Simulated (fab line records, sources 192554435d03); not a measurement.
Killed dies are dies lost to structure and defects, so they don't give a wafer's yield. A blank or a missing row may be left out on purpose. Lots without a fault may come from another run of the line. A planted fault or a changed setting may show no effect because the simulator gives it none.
A struck lot beside a sound one | flow n5_finfet | 19 steps out of a route of 1938
Sound: wafers L395.3, L395.4, L395.6. Struck: wafer L405.6. (L405.2, L405.3 of the same lot were not struck and are left out.) The cause comes at the end.
At each step with rows: each side's tool, then ch and its chambers, then its first start. Under that, the readings that differ: sound wafers | struck wafers | difference of the means | sigmas: that difference in standard deviations of wafers without a fault.
alike: readings whose means differ by less than 2 such deviations, and words and numbers that are the same on both sides. not compared: withheld readings, readings that some wafer has no value for, bounds like >300 that may hide the same value, and numbers for which the record gives no deviation and whose values overlap.
The two part at a step that has a row with sigmas, a row that says differs or no value, or rows on one side only. Numbers that don't overlap but have no deviation are shown without sigmas and don't part them. A reading that every wafer of one side lacks parts them only if that side has two wafers or more.

N5_BEOL_M12_ETCH_67: etches SiARC in CF4, target depth 143 nm, time 238.3 s.
  sound on rie_diel-06 ch 2,3, day 13 18:47; struck on rie_diel-06 ch 1, day 15 06:26
  reading                        | sound             | struck | difference | sigmas
  chamber_pressure_mTorr (mTorr) | 40.05 40.07 40.00 | 39.95  | -0.09      | -2
  alike: drypump_motor_current_A, etch_rf_on_time_s, oes_product_au, rf_vpp_V, showerhead_plenum_p_Torr, throttle_valve_pct
  not compared: rf_hours_counter_h
then, 2 steps without rows for these wafers: N5_BEOL_M12_ETCH_68 (etches SOC in N2/H2, time 285 s); N5_BEOL_M12_STRIP_69 (strips in N2/H2).
N5_BEOL_M12_TRENCH_ETCH_34: etches SiOC in C4F8/O2/Ar, target depth 318.95 nm, time 125.5 s.
  sound on rie_diel-06 ch 2,3, day 13 19:07; struck on rie_diel-06 ch 1, day 15 06:46
  alike: chamber_pressure_mTorr, drypump_motor_current_A, oes_product_au, rf_vpp_V, showerhead_plenum_p_Torr, throttle_valve_pct
  not compared: rf_hours_counter_h
then, 1 step without rows for these wafers: N5_BEOL_M12_STRIP_70 (strips in C4F8/O2/Ar).
N5_BEOL_M12_OCD_MEAS_35:
  sound on ocd-01, day 13 19:16; struck on ocd-01, day 15 06:55
  alike: trench_depth_nm
then, 4 steps without rows for these wafers: N5_BEOL_M12_STRIP_37 (strips in N2/H2); N5_BEOL_M12_ETCH_38 (etches SiCN in CF4/N2, target depth 68.7 nm, time 73.4 s); N5_BEOL_M12_PRECLEAN_39 (cleans in residue remover, time 60 s); N5_BEOL_M12_SRD_40 (time 30 s, dry time 30 s).
N5_BEOL_M12_DEGAS_41: time 60 s.
  sound on pvd_sputter-03, day 13 20:44; struck on pvd_sputter-01, day 15 09:50
  alike: heater_power_w
then, 1 step without rows for these wafers: N5_BEOL_M12_PRE_CLEAN_42 (time 30 s).
N5_BEOL_M12_SPUTTER_43: material TaN, target thk 15 nm, time 24.19 s.
  sound on pvd_sputter-03, day 13 20:49; struck on pvd_sputter-01, day 15 09:55
  reading                                      | sound      | struck | difference | sigmas
  model.TaN_of_BEOL_M12_SPUTTER_43.thk_nm (nm) | 15 15 15.2 | 22.2   | +7.1       |
  alike: throttle_valve_pct
N5_BEOL_M12_SPUTTER_44: material Ta, target thk 10 nm, time 16.13 s.
  sound on pvd_sputter-03, day 13 20:54; struck on pvd_sputter-01, day 15 09:59
  alike: throttle_valve_pct
then, 2 steps without rows for these wafers: N5_BEOL_M12_SPUTTER_45 (material Cu, target thk 80 nm, time 13.33 s); N5_BEOL_M12_ECD_47 (material Cu, target thk 720 nm).
N5_BEOL_M12_ANNEAL_48: time 90 s.
  sound on rtp_anneal-01 ch 0, day 13 21:20; struck on rtp_anneal-02 ch 0, day 15 10:30
  reading          | sound                | struck | difference | sigmas
  wafer_temp_C_max | 225.67 225.67 225.87 | 226.92 | +1.18      | +4
N5_BEOL_M12_CMP_49: polishes, stops on SiOC, t overpolish 20.6 s, target thk 320 nm.
  sound on cmp-01 ch 0,2, day 13 21:32; struck on cmp-02 ch 0, day 15 10:46
  reading                                 | sound             | struck | difference | sigmas
  barrier_field_endpoint_s (s)            | 30.5 30.6 31.0    | 38.3   | +7.6       | +10
  model.Cu_of_BEOL_M12_ECD_47.thk_nm (nm) | 321.8 315.6 322.6 | 307.8  | -12.2      |
  alike: motor_current_A
N5_BEOL_M12_THK_MEAS_50: measures by xrf.
  sound on film_metro-01, day 13 21:50; struck on film_metro-01, day 15 11:03
  reading      | sound       | struck | difference | sigmas
  M12_THK (nm) | 327 318 327 | 311    | -13        | -3

WHERE THEY PART
First at N5_BEOL_M12_ETCH_67; last, within this record, at N5_BEOL_M12_THK_MEAS_50.

WHY: what the simulator had put in
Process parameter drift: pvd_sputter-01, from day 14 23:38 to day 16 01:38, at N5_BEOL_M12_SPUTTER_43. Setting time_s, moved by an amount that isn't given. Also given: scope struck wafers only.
